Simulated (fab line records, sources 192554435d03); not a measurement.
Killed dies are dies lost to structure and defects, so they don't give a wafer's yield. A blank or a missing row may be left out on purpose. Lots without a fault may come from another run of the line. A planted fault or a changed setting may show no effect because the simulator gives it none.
Problem report in the 8D (eight disciplines) form, filled by code | flow n5_finfet | the parts of the form that need people (team, actions taken, sign-off) are left out

1. THE PROBLEM
run_length_s at N5_MOL_CONTACT_COAG_ALD_27 reads a mean of 2929.9 s on 1 wafer of 1 lot; wafers without a fault read 2769.8 s with a standard deviation of 0.65. That is +99 or more standard deviations from the usual mean.
The step: deposits SiOC, target thk 17 nm, pulse time 1.5 s, time 2720 s.
First seen on wafer L326.6, day 6 14:31, on ald_sin-04. The record holds 25 wafers of 9 lots with a number at this step. Rule for "out", or "out of limits": more than 4 standard deviations from the usual mean. The other wafers with a number count as sound.

2. WHAT IT IS AND WHAT IT IS NOT
question                    | is               | is not
which readings at this step | run_length_s     | heater_power_w, precursor_pulse_height_rel
which lots                  | L326             | L327, L335, L337, L338, L340, L341, L342, L343
which wafers of those lots  | L326.6           | L326.3, L326.5
read on which tools         | ald_sin-04       | ald_sin-01, ald_sin-03
when                        | from day 6 14:31 | up to then (2 sound wafers); but 22 sound wafers of L327, L335, L337, L338, L340, L341, L342, L343 came after

3. SUSPECTS, AND WHAT RULES EACH OUT
Counting: a tool at a process step up to the reading stays a suspect if it ran every lot that is out. Sound lots after the first of them don't rule it out here, since some wafers of a struck lot are sound.
- rie_diel-05 at N5_MOL_CONTACT_COAG_ETCH_15 (etches SiNx in CH3F/O2, stops on Si:P, target depth 7 nm): kept. It ran the lot that is out, L326 (day 6 08:26).
- pvd_sputter-03 at N5_MOL_CONTACT_COAG_TI_SIL_19 (material Ti, target thk 4.2 nm, time 15 s): kept. It ran the lot that is out, L326 (day 6 10:08).
- pvd_sputter-01 at N5_MOL_CONTACT_COAG_PRE_CLEAN_141 (time 60 s): kept. It ran the lot that is out, L326 (day 6 10:58).
- ald_sin-04 at N5_MOL_CONTACT_COAG_ALD_27 (deposits SiOC, target thk 17 nm, pulse time 1.5 s, time 2720 s): kept. It ran the lot that is out, L326 (day 6 14:31). Its own readings are out on those wafers: run_length_s.
- Within rie_diel-05 at N5_MOL_CONTACT_COAG_ETCH_15: the wafers that are out ran in chamber 3; their sound lot-mates ran in chambers 0, 1.
- Within ald_sin-04 at N5_MOL_CONTACT_COAG_ALD_27: the wafers that are out ran in chamber 2; their sound lot-mates ran in chambers 0, 3.
Left after counting: rie_diel-05 at N5_MOL_CONTACT_COAG_ETCH_15, pvd_sputter-03 at N5_MOL_CONTACT_COAG_TI_SIL_19, pvd_sputter-01 at N5_MOL_CONTACT_COAG_PRE_CLEAN_141, ald_sin-04 at N5_MOL_CONTACT_COAG_ALD_27.

4. THE CAUSE (what the simulator had put in)
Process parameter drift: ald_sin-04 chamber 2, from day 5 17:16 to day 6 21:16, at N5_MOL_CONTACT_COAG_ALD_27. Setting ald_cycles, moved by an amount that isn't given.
Counting left 4 suspects, and this tool is among them.

5. THE CHAIN OF EFFECTS, in route order
Each row: a reading whose mean over the struck wafers that have a number lies more than 3 standard deviations from the usual. Only readings for which the record gives a usual standard deviation are gone through. hours: the time from each lot's start at the first step in this table that gives one to its start at this step, as a median over the lots. sigmas: the change in usual standard deviations.
hours | step                       | reading      | usual    | on struck wafers | change | sigmas
0     | N5_MOL_CONTACT_COAG_ALD_27 | run_length_s | 2769.8 s | 2929.9           | +160.1 | +99 or more
The process steps in it:
- N5_MOL_CONTACT_COAG_ALD_27: deposits SiOC, target thk 17 nm, pulse time 1.5 s, time 2720 s.
Later measuring or inspecting steps at which every struck wafer that the step has a row for has a number for every such reading, and none has moved that far: N5_BEOL_M4_RC_MEAS_101.

6. WHAT WOULD HAVE CAUGHT IT SOONER
In this record the first reading out of limits was taken at day 6 14:31, 21 hours after the fault began at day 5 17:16.
